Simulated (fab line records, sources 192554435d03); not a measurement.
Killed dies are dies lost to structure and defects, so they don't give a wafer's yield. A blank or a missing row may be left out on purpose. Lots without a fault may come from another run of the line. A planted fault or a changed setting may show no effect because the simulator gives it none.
Chamber matching | flow n5_finfet | N5_DUMMY_GATE_STRIP_40 on rie_diel-01: 4 sister chambers
The step strips in CF4. 4 wafers are shown with their chamber, then 7 later ones without.

WAFERS WITH THEIR CHAMBER
wafer  | chamber | drypump_motor_current_A (A)
L084.2 | 3       | 5.5
L084.6 | 2       | 4.8
L086.1 | 0       | 5.8
L086.5 | 1       | 5.7

WAFERS WITHOUT THEIR CHAMBER
wafer  | drypump_motor_current_A (A)
L086.6 | 4.9
L087.1 | 5.5
L087.2 | 5.8
L087.3 | 5.7
L092.2 | 5.7
L092.4 | 5.8
L092.5 | 5.5

WHICH CHAMBER EACH WENT THROUGH
wafer  | from the rows above | in truth
L086.6 | 2                   | 2
L087.1 | 3                   | 3
L087.2 | 0                   | 0
L087.3 | 1                   | 1
L092.2 | 1                   | 1
L092.4 | 0                   | 0
L092.5 | 3                   | 3
Placed correctly: 7 of 7. Can't be placed from these rows: 0. Placed wrongly: 0.
How it was worked out, from the rows above alone: a wafer's distance from a chamber is the root of the sum, over the readings, of the square of ((its reading less the chamber's mean) divided by the reading's scatter). The wafer belongs to the nearest chamber; if the next one is less than 2 further off, it can't be placed. A chamber's mean is the mean of its shown wafers. The scatter: with one shown wafer a chamber, the root of the mean of the squares of how far each hidden wafer lies from its nearest shown one.
